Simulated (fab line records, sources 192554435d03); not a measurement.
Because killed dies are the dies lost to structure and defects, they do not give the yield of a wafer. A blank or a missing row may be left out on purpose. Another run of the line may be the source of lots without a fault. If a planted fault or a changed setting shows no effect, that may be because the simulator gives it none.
fab line records	flow n5Finfet
[record] lots = 5	wafers = 15	lastDay = 18
route steps=1938 shown FIN_CUT@178 STI_FIN_REVEAL@183 BEOL_M4@1111 PASSIVATION@1936
lots untouched by any fault: they come from a run of this same line in which no faults occurred
startH: start of the lot's first displayed wafer, in hours after the record's first day	waitH: hours since the lot's step before	" same as the row above	L1.1+2: one row covering several wafers at once	- either no value or no given start	* or withheld: withheld	< > ~ a bound
route shown NAME@n: a module of which the file shows steps, and the number in the route of the first	usual: average and standard deviation across the fault-free wafers	same: alike in all rows	chamber/n: place in a boat	sites: the reading at each site	_std_site: standard deviation across them	_edge_site: outer sites' mean less inner sites'	radiusMm: for every site, how far away it sits from the centre of the wafer	mask NAME#n: copy n	behind: the tool/chamber that last shaped the wafer	hold: why the lot went on hold/how many hours it stayed there/how the hold came to an end	device: the transistor (n, p or np) that didn't switch	end of line: the route-end tests of the same wafers	for a step that has no rows: nothing shown but its recipe	killed: the dies lost at the first sort to structure and to defects; this is not the yield of the wafer	map: the dies of a wafer, with x for killed, . for not killed, _ for no die there
set.NAME: the setting as run; set.NAME@STEP: as run at that earlier step	model.NAME: the simulator's own value behind a step, which no gauge read
certain route steps with their lots: each step a table, each wafer a row
services: a tool's chamber out of use, with start hour (startH, from the record's first day; less than 0 if before it), hours out, and reason
[[steps]]
[step N5_FIN_CUT_STRIP_22]
[recipe] chemistry = N2/H2	powerW = 500	tempC = 40	pressureMtorr = 50	rfFrequencyHz = 6e+07	overashFraction = 0.3	biasPowerW = 8	h2Frac = 0.5	n2FlowSccm = 300	h2FlowSccm = 300
[step N5_FIN_CUT_PRECLEAN_36]
[recipe] chemistry = O3/DIW	timeS = 60	tempC = 22	o3Ppm = 10
[step N5_FIN_CUT_SRD_32]
[recipe] dry = ipaMarangoni	timeS = 30	tempC = 23	rinseLiquid = diw
[step N5_FIN_CUT_UV_OZONE_34]
[recipe] timeS = 120	pressureTorr = 760	tempC = 25
[step N5_STI_FIN_REVEAL_ALD_00]
[recipe] material = SiO2	targetThkA = 10	tempC = 300	aldPrecursorFamily = BDEAS	aldCoReactant = O2-plasma	pulseTimeS = 1	pressureTorr = 2
[step N5_STI_FIN_REVEAL_ALD_14]
[recipe] material = Si3N4	targetThkA = 30	tempC = 400	aldPrecursorFamily = SiH2I2	aldCoReactant = N2/H2-plasma	pressureTorr = 2
[step N5_STI_FIN_REVEAL_FCVD_FILL_01]
[recipe] material = SiO2_flowable	targetThkA = 3120	tempC = 100	pressureTorr = 0.8	rfW = 2000	timeS = 512.2
[step N5_STI_FIN_REVEAL_DENSIFY_02]
[recipe] tempC = 650	ambient = steam	timeS = 1800	idleTempC = 400	densificationPH2oTorr = 640
[step N5_STI_FIN_REVEAL_CMP_04]
[recipe] stopOn = Si3N4	tOverpolishS = 4	downForcePsi = 2	platenRpm = 54.18	postCmpClean = alkalineBrush	padVelocityMS = 1.078	targetThkNm = 131.83
[step N5_STI_FIN_REVEAL_DENSIFY_30]
[recipe] tempC = *	timeS = *	ambient = N2	idleTempC = 600	rampUpCPerS = 150	rampDownCPerS = 60	coolToC = 600
[step N5_STI_FIN_REVEAL_ETCHBACK_08]
[recipe] chemistry = C4F6/O2	target = SiO2	targetDepthA = 305	timeS = 10.167	ionEnergyEv = 250	pressureMtorr = 30	sourceW = 345	biasW = 185	Ar_flow_sccm = 300	C4F6_flow_sccm = 10	O2_flow_sccm = 10
[usual] C4F6_flow_sccm = 10.001/0.03	O2_flow_sccm = 10.001/0.029	drypumpMotorCurrentA = 5.6/0.56	mfcArSccm = 299.9/0.9	oesProductAu = 0.77/0.075	rfVppV = 670/8.8	showerheadPlenumPTorr = 2.83/0.076	throttleValvePct = 21.16/0.23
lot.wafer	tool	chamber	startH	waitH	C4F6_flow_sccm	O2_flow_sccm	drypumpMotorCurrentA	mfcArSccm	oesProductAu	rfHoursCounterH	rfVppV	showerheadPlenumPTorr	throttleValvePct
L228.2	rieDiel-01	1	114.07	0.2	10.020	10.007	5.1	299.5	0.76	137	668	2.84	21.00
L228.4	"	3	"	"	9.995	10.048	5.2	299.2	0.69	223	681	2.80	21.15
L228.5	"	0	"	"	9.958	10.030	4.9	299.1	0.83	-	674	2.76	21.16
L229.1	rieDiel-01	2	119.44	0.2	-	-	-	-	-	-	-	-	-
L229.3	"	0	"	"	-	-	-	-	-	-	-	-	-
L229.6	"	0	"	"	-	-	-	-	-	-	-	-	-
L230.1	rieDiel-06	1	124.02	0.2	-	-	-	-	-	-	-	-	-
L230.2	"	3	"	"	-	-	-	-	-	-	-	-	-
L230.3	"	0	"	"	-	-	-	-	-	-	-	-	-
L231.2	rieDiel-05	2	129.96	0.3	-	-	-	-	-	-	-	-	-
L231.4	"	0	"	"	-	-	-	-	-	-	-	-	-
L231.6	"	1	"	"	-	-	-	-	-	-	-	-	-
L238.1	rieDiel-06	0	173.05	0.2	9.936	10.033	5.6	300.4	0.78	163	667	2.88	21.35
L238.4	"	3	"	"	10.004	10.028	5.5	299.6	0.69	217	676	2.72	21.47
L238.6	"	3	"	"	10.007	10.020	5.5	299.0	0.68	-	675	2.72	21.44
[step N5_STI_FIN_REVEAL_STRIP_24]
[recipe] chemistry = N2/H2	timeS = 90	powerW = 100	tempC = 40	pressureMtorr = 100	rfFrequencyHz = 6e+07	biasPowerW = 3	n2FlowSccm = 300	h2FlowSccm = 300
[step N5_STI_FIN_REVEAL_PRECLEAN_25]
[recipe] chemistry = SPM	timeS = 90	tempC = 120	mix = 4:1
[step N5_STI_FIN_REVEAL_PRECLEAN_26]
[recipe] chemistry = SC1	timeS = 45	tempC = 46	mix = 1:2:100
[step N5_STI_FIN_REVEAL_PRECLEAN_29]
[recipe] chemistry = DHF	timeS = 30	tempC = 25	dilution = 300:1
[step N5_STI_FIN_REVEAL_SRD_12]
[recipe] timeS = 30	tempC = 23	rinseLiquid = diw	dry = ipaMarangoni
[step N5_STI_FIN_REVEAL_RECESS_09]
[recipe] chemistry = HF/NH3	target = SiO2	afsCycles = 11	targetDepthA = 425	tempC = 30	sublimationTempC = 180	sublimationTimeS = 60
[step N5_STI_FIN_REVEAL_STRIP_16]
[recipe] chemistry = H3PO4	material = SiNx	tempC = 165	targetDepthA = 238	overetchFraction = 0.4964	dry = ipaMarangoni
[step N5_STI_FIN_REVEAL_PRECLEAN_17]
[recipe] chemistry = NF3:NH3	afsCycles = 1	tempC = 30	timeS = 20	sublimationTempC = 180	sublimationTimeS = 60	pressureTorr = 3	rfPowerW = 30
[step N5_STI_FIN_REVEAL_ETCH_34]
[recipe] chemistry = H2	mode = isotropic	material = Si	target = Si	targetDepthA = 9.7	tempC = 20	pressureMtorr = 4.5	icpW = 300	biasW = 0	h2FlowSccm = 7.5	heFlowSccm = 142.5
[step N5_STI_FIN_REVEAL_OXIDATION_31]
[recipe] chemistry = O2_PLASMA_REMOTE	tempC = 150	timeS = 20	pressureMtorr = 1000	sourcePowerW = 2000	o2FlowSccm = 3000
[step N5_STI_FIN_REVEAL_PRECLEAN_32]
[recipe] chemistry = NF3:NH3	afsCycles = 1	tempC = 30	timeS = 20	sublimationTempC = 180	sublimationTimeS = 60	pressureTorr = 3	rfPowerW = 30
[step N5_STI_FIN_REVEAL_STRIP_35]
[recipe] chemistry = H3PO4	material = Si3N4	tempC = 165	targetDepthA = 40	timeS = 39
[step N5_STI_FIN_REVEAL_SRD_21]
[recipe] dry = ipaMarangoni	timeS = 30	tempC = 23	rinseLiquid = diw
[step N5_STI_FIN_REVEAL_OXIDATION_33]
[recipe] chemistry = O2_PLASMA_REMOTE	tempC = 150	timeS = 20	pressureMtorr = 1000	sourcePowerW = 2000	o2FlowSccm = 3000
[step N5_STI_FIN_REVEAL_CLEAN_19]
[recipe] chemistry = O3/DIW	tempC = 25	timeS = 120	o3Ppm = 10
[step N5_STI_FIN_REVEAL_SRD_23]
[recipe] dry = ipaMarangoni	timeS = 30	tempC = 23	rinseLiquid = diw
[step N5_STI_FIN_REVEAL_FIN_H_MEAS_10]
[usual] trenchDepthNm = 52.0/0.7
lot.wafer	tool	chamber	startH	waitH	trenchDepthNm
L228.2	ocd-01	-	117.02	0.0	52.5
L228.4	"	-	"	"	51.1
L228.5	"	-	"	"	52.3
L229.1	ocd-01	-	122.40	0.0	22.4
L229.3	"	-	"	"	21.7
L229.6	"	-	"	"	21.7
L230.1	ocd-01	-	126.98	0.0	21.7
L230.2	"	-	"	"	21.7
L230.3	"	-	"	"	21.7
L231.2	ocd-02	-	132.92	0.0	21.2
L231.4	"	-	"	"	21.7
L231.6	"	-	"	"	21.5
L238.1	ocd-02	-	176.01	0.0	52.1
L238.4	"	-	"	"	51.3
L238.6	"	-	"	"	51.5
[step N5_STI_FIN_REVEAL_PRECLEAN_18]
[recipe] chemistry = SC2	timeS = 45	tempC = 35	mix = 1:1:50
[step N5_BEOL_M4_RC_MEAS_101]
[usual] DIBL_N = 36.0/1.8	DIBL_P = 36.3/2.4	IOFF_N = 0.16/0.035	IOFF_P = 0.21/0.036	ION_N = 673/13	ION_P = 461/7.2	SS_N = 71.4/0.6	SS_P = 73.2/0.7	VT_N = 250/4	VT_P = -250.9/2.9
lot.wafer	tool	chamber	startH	waitH	DIBL_N[mV/V]	DIBL_P[mV/V]	IOFF_N[nA/um]	IOFF_P[nA/um]	ION_N[uA/um]	ION_P[uA/um]	SS_N[mV/dec]	SS_P[mV/dec]	VT_N[mV]	VT_P[mV]
L228.2	prober-01	0	250.27	0.2	35.8	36.5	0.15	0.23	676	464	71.2	73.2	251	-247.1
L228.4	"	0	"	"	35.6	35.1	0.15	0.21	662	458	71.7	72.4	251	-247.1
L228.5	"	0	"	"	34.5	34.2	0.13	0.20	673	464	71.3	72.0	252	-248.3
L238.1	prober-01	0	318.29	0.0	38.7	38.4	0.19	0.24	686	467	72.1	73.6	246	-247.2
L238.4	"	0	"	"	39.2	37.3	0.19	0.22	676	459	71.9	74.3	248	-250.4
L238.6	"	0	"	"	38.1	37.2	0.17	0.22	672	456	72.2	73.8	247	-249.7
[step N5_PASSIVATION_PROBE_49]
[usual] defectLimitedYield = 91.2/1.4	killed_at_M0_to_M3 = 35/11	killed_at_M4_up = 14/5.6	killedAtContacts = 12/5.6	killedAtFrontEnd = 38/11	killedAtOther = 4/3.4	killedDies = 103/17	killedOnRim = 13/3.5	killedOpen = 68/12	killedShort = 33/8.8	sort_bin_5_function = 5.1/0.89	sort_bin_6_memory = 3.3/0.71	sortNPass = 1077/17	sortYieldPct = 91.2/1.4
[same] grossDies = 1180	killedAtBackSide = 0	sort_bin_4_leakage[%] = 0	sort_bin_8_speed[%] = 0
lot.wafer	tool	chamber	startH	waitH	defectLimitedYield[%]	killed_at_M0_to_M3	killed_at_M4_up	killedAtContacts	killedAtFrontEnd	killedAtOther	killedDies	killedOnRim	killedOpen	killedShort	sort_bin_5_function[%]	sort_bin_6_memory[%]	sortNPass	sortYieldPct[%]
L228.5	prober-02	-	353.32	0.2	90.9	23	9	23	41	11	107	14	66	37	5.8	3.3	1073	90.9
L229.1	prober-01	-	358.57	0.0	0	53	8	6	1108	5	1180	152	79	32	96.0	4.0	0	0
L229.3	prober-01	-	358.67	0.1	0	30	12	9	1126	3	1180	152	77	28	96.6	3.1	0	0
L229.6	prober-01	-	358.82	0.3	0	27	16	3	1134	0	1180	152	90	35	95.3	4.6	0	0
L230.1	prober-01	-	374.63	0.0	0	32	13	15	1118	2	1180	152	54	30	96.7	3.2	0	0
L230.2	prober-01	-	374.68	0.1	0	18	13	14	1133	2	1180	152	57	25	97.0	2.7	0	0
L230.3	prober-01	-	374.73	0.1	0	30	11	15	1119	5	1180	152	58	30	97.3	2.4	0	0
L231.2	prober-01	-	391.01	0.1	0	33	17	15	1113	2	1180	152	65	35	96.4	3.3	0	0
L231.4	prober-01	-	391.11	0.2	0	23	19	16	1118	4	1180	152	81	26	96.0	3.6	0	0
L231.6	prober-01	-	391.21	0.3	0	34	20	17	1108	1	1180	152	75	39	96.3	3.4	0	0
// killed by level:class
L228.5 MOL_CONTACT_COAG:geometricParticle:open=18 DUMMY_GATE:geometricParticle:open=9 MIM_TOP_ETCH:geometricParticle:open=6 GATE_CUT:geometricParticle:short=5 STARTING-WAFER:geometricParticle:short=5 BEOL_M2:geometricParticle:open=5 FIN_SAQP:geometricParticle:short=4 MOL_CONTACT_COAG:geometricParticle:short=4
L229.1 STI_FIN_REVEAL:areaEtchback=1067 STI_FIN_REVEAL:geometricParticle:open=25 BEOL_M3:geometricParticle:open=13 BEOL_M0_SAQP:geometricParticle:open=12 BEOL_M0_SAQP:geometricParticle:short=10 BEOL_M1:geometricParticle:open=5 GATE_CUT:geometricParticle:short=4 BEOL_M3:geometricParticle:short=4
L229.3 STI_FIN_REVEAL:areaEtchback=1075 STI_FIN_REVEAL:geometricParticle:open=29 BEOL_M3:geometricParticle:open=11 MOL_CONTACT_COAG:geometricParticle:open=6 BEOL_M1:geometricParticle:open=6 BEOL_M6:geometricParticle:open=6 STI_FIN_REVEAL:geometricParticle:short=5 BEOL_M0_SAQP:geometricParticle:open=5
L229.6 STI_FIN_REVEAL:areaEtchback=1054 STI_FIN_REVEAL:geometricParticle:open=40 STI_FIN_REVEAL:geometricParticle:short=13 BEOL_M4:geometricParticle:open=11 FIN_SAQP:geometricParticle:open=6 BEOL_M3:geometricParticle:open=6 BEOL_M0_SAQP:geometricParticle:short=5 BEOL_M2:geometricParticle:open=5
L230.1 STI_FIN_REVEAL:areaEtchback=1096 MOL_CONTACT_COAG:geometricParticle:open=13 BEOL_M2:geometricParticle:open=9 BEOL_M2:geometricParticle:short=9 BEOL_M4:geometricParticle:open=7 BEOL_M3:geometricParticle:open=5 ILD0:geometricParticle:open=4 BEOL_M0_SAQP:geometricParticle:short=4
L230.2 STI_FIN_REVEAL:areaEtchback=1098 MOL_CONTACT_COAG:geometricParticle:open=12 STI_FIN_REVEAL:geometricParticle:open=7 DUMMY_GATE:geometricParticle:open=7 BEOL_M1:geometricParticle:open=6 GATE_CUT:geometricParticle:short=5 BEOL_M0_SAQP:geometricParticle:open=5 BEOL_M4:geometricParticle:short=4
L230.3 STI_FIN_REVEAL:areaEtchback=1092 BEOL_M1:geometricParticle:open=14 MOL_CONTACT_COAG:geometricParticle:open=13 GATE_CUT:geometricParticle:short=5 BEOL_M4:geometricParticle:open=5 STARTING-WAFER:geometricParticle:short=5 BEOL_M0_SAQP:geometricParticle:open=4 DUMMY_GATE:geometricParticle:open=3
L231.2 STI_FIN_REVEAL:areaEtchback=1079 MOL_CONTACT_COAG:geometricParticle:open=13 BEOL_M0_SAQP:geometricParticle:short=12 FIN_SAQP:geometricParticle:open=10 BEOL_M0_SAQP:geometricParticle:open=10 BEOL_M4:geometricParticle:short=9 BEOL_M3:geometricParticle:open=8 DUMMY_GATE:geometricParticle:open=7
L231.4 STI_FIN_REVEAL:areaEtchback=1072 FIN_SAQP:geometricParticle:open=24 MOL_CONTACT_COAG:geometricParticle:open=15 BEOL_M0_SAQP:geometricParticle:open=10 FIN_SAQP:geometricParticle:short=8 BEOL_M4:geometricParticle:open=5 BEOL_M0_SAQP:geometricParticle:short=5 DUMMY_GATE:geometricParticle:open=4
L231.6 STI_FIN_REVEAL:areaEtchback=1065 MOL_CONTACT_COAG:geometricParticle:open=16 FIN_SAQP:geometricParticle:short=13 BEOL_M0_SAQP:geometricParticle:open=12 BEOL_M0_SAQP:geometricParticle:short=9 STI_FIN_REVEAL:geometricParticle:open=6 BEOL_M4:geometricParticle:open=6 FIN_SAQP:geometricParticle:open=5
// map L229.1 (x killed, . not)
_________________xxxxxxxxxxxx________________
______________xxxxxxxxxxxxxxxxxx_____________
___________xxxxxxxxxxxxxxxxxxxxxxxx__________
__________xxxxxxxxxxxxxxxxxxxxxxxxxx_________
________xxxxxxxxxxxxxxxxxxxxxxxxxxxxxx_______
_______xxxxxxxxxxxxxxxxxxxxxxxxxxxxxxxx______
______xxxxxxxxxxxxxxxxxxxxxxxxxxxxxxxxxx_____
_____xxxxxxxxxxxxxxxxxxxxxxxxxxxxxxxxxxxx____
____xxxxxxxxxxxxxxxxxxxxxxxxxxxxxxxxxxxxxx___
___xxxxxxxxxxxxxxxxxxxxxxxxxxxxxxxxxxxxxxxx__
___xxxxxxxxxxxxxxxxxxxxxxxxxxxxxxxxxxxxxxxx__
__xxxxxxxxxxxxxxxxxxxxxxxxxxxxxxxxxxxxxxxxxx_
__xxxxxxxxxxxxxxxxxxxxxxxxxxxxxxxxxxxxxxxxxx_
_xxxxxxxxxxxxxxxxxxxxxxxxxxxxxxxxxxxxxxxxxxxx
_xxxxxxxxxxxxxxxxxxxxxxxxxxxxxxxxxxxxxxxxxxxx
_xxxxxxxxxxxxxxxxxxxxxxxxxxxxxxxxxxxxxxxxxxxx
_xxxxxxxxxxxxxxxxxxxxxxxxxxxxxxxxxxxxxxxxxxxx
_xxxxxxxxxxxxxxxxxxxxxxxxxxxxxxxxxxxxxxxxxxxx
_xxxxxxxxxxxxxxxxxxxxxxxxxxxxxxxxxxxxxxxxxxxx
_xxxxxxxxxxxxxxxxxxxxxxxxxxxxxxxxxxxxxxxxxxxx
_xxxxxxxxxxxxxxxxxxxxxxxxxxxxxxxxxxxxxxxxxxxx
__xxxxxxxxxxxxxxxxxxxxxxxxxxxxxxxxxxxxxxxxxx_
__xxxxxxxxxxxxxxxxxxxxxxxxxxxxxxxxxxxxxxxxxx_
___xxxxxxxxxxxxxxxxxxxxxxxxxxxxxxxxxxxxxxxx__
___xxxxxxxxxxxxxxxxxxxxxxxxxxxxxxxxxxxxxxxx__
____xxxxxxxxxxxxxxxxxxxxxxxxxxxxxxxxxxxxxx___
_____xxxxxxxxxxxxxxxxxxxxxxxxxxxxxxxxxxxx____
______xxxxxxxxxxxxxxxxxxxxxxxxxxxxxxxxxx_____
_______xxxxxxxxxxxxxxxxxxxxxxxxxxxxxxxx______
________xxxxxxxxxxxxxxxxxxxxxxxxxxxxxx_______
__________xxxxxxxxxxxxxxxxxxxxxxxxxx_________
___________xxxxxxxxxxxxxxxxxxxxxxxx__________
______________xxxxxxxxxxxxxxxxxx_____________
_________________xxxxxxxxxxxx________________
// map L230.1 (x killed, . not)
_________________xxxxxxxxxxxx________________
______________xxxxxxxxxxxxxxxxxx_____________
___________xxxxxxxxxxxxxxxxxxxxxxxx__________
__________xxxxxxxxxxxxxxxxxxxxxxxxxx_________
________xxxxxxxxxxxxxxxxxxxxxxxxxxxxxx_______
_______xxxxxxxxxxxxxxxxxxxxxxxxxxxxxxxx______
______xxxxxxxxxxxxxxxxxxxxxxxxxxxxxxxxxx_____
_____xxxxxxxxxxxxxxxxxxxxxxxxxxxxxxxxxxxx____
____xxxxxxxxxxxxxxxxxxxxxxxxxxxxxxxxxxxxxx___
___xxxxxxxxxxxxxxxxxxxxxxxxxxxxxxxxxxxxxxxx__
___xxxxxxxxxxxxxxxxxxxxxxxxxxxxxxxxxxxxxxxx__
__xxxxxxxxxxxxxxxxxxxxxxxxxxxxxxxxxxxxxxxxxx_
__xxxxxxxxxxxxxxxxxxxxxxxxxxxxxxxxxxxxxxxxxx_
_xxxxxxxxxxxxxxxxxxxxxxxxxxxxxxxxxxxxxxxxxxxx
_xxxxxxxxxxxxxxxxxxxxxxxxxxxxxxxxxxxxxxxxxxxx
_xxxxxxxxxxxxxxxxxxxxxxxxxxxxxxxxxxxxxxxxxxxx
_xxxxxxxxxxxxxxxxxxxxxxxxxxxxxxxxxxxxxxxxxxxx
_xxxxxxxxxxxxxxxxxxxxxxxxxxxxxxxxxxxxxxxxxxxx
_xxxxxxxxxxxxxxxxxxxxxxxxxxxxxxxxxxxxxxxxxxxx
_xxxxxxxxxxxxxxxxxxxxxxxxxxxxxxxxxxxxxxxxxxxx
_xxxxxxxxxxxxxxxxxxxxxxxxxxxxxxxxxxxxxxxxxxxx
__xxxxxxxxxxxxxxxxxxxxxxxxxxxxxxxxxxxxxxxxxx_
__xxxxxxxxxxxxxxxxxxxxxxxxxxxxxxxxxxxxxxxxxx_
___xxxxxxxxxxxxxxxxxxxxxxxxxxxxxxxxxxxxxxxx__
___xxxxxxxxxxxxxxxxxxxxxxxxxxxxxxxxxxxxxxxx__
____xxxxxxxxxxxxxxxxxxxxxxxxxxxxxxxxxxxxxx___
_____xxxxxxxxxxxxxxxxxxxxxxxxxxxxxxxxxxxx____
______xxxxxxxxxxxxxxxxxxxxxxxxxxxxxxxxxx_____
_______xxxxxxxxxxxxxxxxxxxxxxxxxxxxxxxx______
________xxxxxxxxxxxxxxxxxxxxxxxxxxxxxx_______
__________xxxxxxxxxxxxxxxxxxxxxxxxxx_________
___________xxxxxxxxxxxxxxxxxxxxxxxx__________
______________xxxxxxxxxxxxxxxxxx_____________
_________________xxxxxxxxxxxx________________
[[services]]
tool	chamber	startH	hours	kind
rieDiel-01	-	90.23	0.2	repair
rieDiel-05	-	147.49	16.3	repair
rieDiel-01	1	164.18	2.6	repair
[[key]]
[firstSign] step = N5_STI_FIN_REVEAL_ETCHBACK_08	reading = toolRecord	direction = missing
[effect] step = N5_STI_FIN_REVEAL_FIN_H_MEAS_10	reading = trenchDepthNm	direction = down	sigmas = 44	usual = 52.0	struck = 21.7
[effect] step = N5_PASSIVATION_PROBE_49	reading = sort_bin_5_function	direction = up	sigmas = 99+	usual = 5.1	struck = 96.4
[moreKillsBornAt] N5_STI_FIN_REVEAL_ETCHBACK_08@rieDiel-06 = 3286	N5_STI_FIN_REVEAL_ETCHBACK_08@rieDiel-05 = 3216	N5_STI_FIN_REVEAL_ETCHBACK_08@rieDiel-01 = 3196
metAt N5_STI_FIN_REVEAL_ETCHBACK_08
struckWafers L229.1,L229.3,L229.6,L230.1,L230.2,L230.3,L231.2,L231.4,L231.6
laterRowsLeftOut L229.1,L229.3,L229.6,L230.1,L230.2,L230.3,L231.2,L231.4,L231.6
onsetBetween 114.07 119.44
[fault] kind = skippedStepWhole	tool = rieDiel-01,rieDiel-05,rieDiel-06	chamber = -	onsetH = 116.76	steps = N5_STI_FIN_REVEAL_ETCHBACK_08	scope = struckLotsOnly
// laterRowsLeftOut: the simulator's readings of these wafers behind a module that went badly wrong aren't trusted and aren't shown, but for the sort
